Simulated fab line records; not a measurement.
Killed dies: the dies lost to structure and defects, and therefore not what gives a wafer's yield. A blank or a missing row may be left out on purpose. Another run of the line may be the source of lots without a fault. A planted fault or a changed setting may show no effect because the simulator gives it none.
A lot that was struck, set against a sound lot ; flow n5 finfet ; 15 out of 1938 route steps
Sound: the wafers L595.3, L595.5, L595.6. Struck: wafers L602.3, L602.4, L602.6. The cause is given at the end.
Per side, at each step with rows, come the tool, then ch with its chambers, and then its first start. Under that, the readings that differ: sound wafers ; struck wafers ; difference of the means ; sigmas: that difference in standard deviations of wafers without a fault.
alike: same words and numbers on both sides, and readings whose means sit less than 2 such deviations apart. not compared: any withheld reading, any reading some wafer has no value for, any bound like >300 that may hide the same value, and any number with overlapping values for which the record gives no deviation.
A row with sigmas, a row that says differs or no value, or rows on one side alone: a step with any of these is where the two part. Non-overlapping numbers with no deviation appear without sigmas and do not part them. A reading missing from all wafers of one side parts the sides only when that side holds two or more wafers.

first, 1 step without rows for these wafers: N5_BEOL_M10_STRIP_77 (strips in N2/H2, time 10 s).
N5_BEOL_M10_OCD_MEAS_38:
  sound on ocd-02 at day 13 06:23; struck on ocd-01 at day 15 21:36
  alike: trench depth nm
then, 4 steps without rows for these wafers: N5_BEOL_M10_HM_STRIP_39 (strips TiN in peroxide tin strip, target depth 25 nm, time 158 s); N5_BEOL_M10_SRD_40 (time 30 s); N5_BEOL_M10_PRECLEAN_42 (cleans in residue remover, time 60 s); N5_BEOL_M10_SRD_43 (time 30 s).
N5_BEOL_M10_CD_MEAS_35: the cd target is 70 nm.
  sound on cd sem-03 at day 13 06:38; struck on cd sem-01 at day 15 21:45
  alike: cd nm
N5_BEOL_M10_CURE_72: cures SiCOH lowk, time 120 s.
  sound on uv cure-02 ch 2, day 13 06:49; struck on uv cure-01 ch 0, day 15 22:13
reading;sound;struck;difference;sigmas
wafer_temp_C_max;372.0 371.9 373.2;371.3 371.5 370.7;-1.2;-2
  alike: lamp power pct
N5_BEOL_M10_DEGAS_44: time 60 s.
  sound on pvd sputter-01 at day 13 07:23; struck on pvd sputter-01 at day 15 22:43
  alike: heater power w, susceptor temp C
then, 1 step without rows for these wafers: N5_BEOL_M10_PRE_CLEAN_45 (time 30 s).
N5_BEOL_M10_ALD_74: deposits TaN, target thk 2 nm, pulse time 2 s, purge time 3 s.
  sound on ald metal-02 ch 0,3, day 13 07:29; struck on ald metal-03 ch 0,2,3, day 15 22:49
  alike: heater power w, precursor vessel pressure torr, susceptor temp C
N5_BEOL_M10_SURFACE_TREAT_76:
  sound on pvd sputter-02 at day 13 08:54; struck on pvd sputter-01 at day 15 23:10
  not compared: pressure mtorr, throttle valve pct
N5_BEOL_M10_CVD_75: deposits Co from CCTBA/H2, target thk 2 nm, time 138.9 s.
  sound on cvd co-02 ch 0,1, day 13 08:58; struck on cvd co-02 ch 0,2, day 15 23:23
reading;sound;struck;difference;sigmas
run length s (s);161.9 161.9 161.0;224.5 224.2 224.1;+62.7;+99 or more
N5_BEOL_M10_SPUTTER_48: material Cu, target thk 12 nm, time 2 s.
  sound on pvd sputter-02 at day 13 09:12; struck on pvd sputter-01 at day 15 23:37
  alike: susceptor temp C, throttle valve pct
-- a jump in the record: the struck wafers' starts before and after are 2 days apart (it breaks off in module BEOL_M10 and resumes in module PASSIVATION, where the first step shown is number 1936 of the route) --
N5_PASSIVATION_PROBE_49:
  sound on prober-02 at day 15 11:41; struck on prober-02 at day 18 02:12
  alike: defect limited yield, killed_at_M0_to_M3, killed_at_M4_up, killed at contacts, killed at front end, killed at other, killed dies, killed open, killed short, sort_bin_5_function, sort_bin_6_memory, sort_bin_8_speed, sort n pass, sort yield pct

## WHERE THEY PART
Last at N5_BEOL_M10_CVD_75 as far as this record goes, first at N5_BEOL_M10_CURE_72. Later steps at which nothing parts them and some readings are alike: N5_BEOL_M10_SPUTTER_48, N5_PASSIVATION_PROBE_49.

WHY: what the simulator had put in
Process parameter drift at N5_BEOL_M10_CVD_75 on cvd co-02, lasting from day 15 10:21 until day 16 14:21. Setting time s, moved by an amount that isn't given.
